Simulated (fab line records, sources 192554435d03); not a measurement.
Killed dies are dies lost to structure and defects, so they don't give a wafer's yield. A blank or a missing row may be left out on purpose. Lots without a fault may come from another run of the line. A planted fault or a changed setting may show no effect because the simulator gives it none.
Chamber matching | flow n5_finfet | N5_BEOL_M4_ETCH_63 on rie_diel-06: 4 sister chambers
The step etches SiARC in CF4, target depth 15.6 nm, time 26 s. 14 wafers are shown with their chamber, then 7 later ones without.

WAFERS WITH THEIR CHAMBER
wafer  | chamber | throttle_valve_pct (%) | drypump_motor_current_A (A) | oes_product_au (a.u.)
L076.1 | 3       | 15.20                  | 4.9                         | 0.69
L076.4 | 1       | 15.65                  | 5.4                         | 0.68
L076.6 | 3       | 15.20                  | 4.9                         | 0.69
L077.2 | 3       | 15.21                  | 4.9                         | 0.70
L077.5 | 3       | 15.22                  | 4.9                         | 0.69
L077.6 | 2       | 15.64                  | 5.2                         | 0.70
L078.1 | 3       | 15.21                  | 4.9                         | 0.70
L078.2 | 0       | 15.83                  | 5.0                         | 0.62
L078.4 | 2       | 15.65                  | 5.2                         | 0.69
L079.1 | 1       | 15.64                  | 5.3                         | 0.67
L079.2 | 2       | 15.66                  | 5.2                         | 0.69
L079.5 | 3       | 15.19                  | 4.9                         | 0.69
L081.2 | 3       | 15.21                  | 4.9                         | 0.69
L081.4 | 0       | 15.86                  | 5.0                         | 0.61

SIGNATURES (means of the wafers above)
reading                 | chamber 0 | chamber 1 | chamber 2 | chamber 3 | scatter within a chamber
throttle_valve_pct      | 15.8450   | 15.6450   | 15.6500   | 15.2057   | 0.0113
drypump_motor_current_A | 5.000     | 5.350     | 5.200     | 4.900     | 0.0224
oes_product_au          | 0.6150    | 0.6750    | 0.6933    | 0.6929    | 0.00556
Rule: a wafer's distance from a chamber is the root of the sum, over the readings, of the square of ((its reading less the chamber's mean) divided by the reading's scatter). The wafer belongs to the nearest chamber; if the next one is less than 2 further off, it can't be placed. The scatter: the root of (the sum of the squares of (reading less its chamber's mean) over the shown wafers, divided by (wafers less chambers)).

WAFERS WITHOUT THEIR CHAMBER
wafer  | throttle_valve_pct (%) | drypump_motor_current_A (A) | oes_product_au (a.u.)
L081.5 | 15.21                  | 4.9                         | 0.69
L088.1 | 15.69                  | 5.2                         | 0.67
L088.2 | 15.24                  | 4.9                         | 0.67
L088.4 | 15.86                  | 5.0                         | 0.61
L092.1 | 15.72                  | 5.2                         | 0.66
L092.2 | 15.89                  | 5.0                         | 0.60
L092.5 | 15.89                  | 5.0                         | 0.61

WHICH CHAMBER EACH WENT THROUGH
wafer  | from the rows above     | in truth
L081.5 | 3                       | 3
L088.1 | 2                       | 2
L088.2 | 3                       | 3
L088.4 | 0                       | 0
L092.1 | can't be placed: 2 or 1 | 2
L092.2 | 0                       | 0
L092.5 | 0                       | 0
Placed correctly: 6 of 7. Can't be placed from these rows: 1 (the true chamber is among the candidates in 1). Placed wrongly: 0.
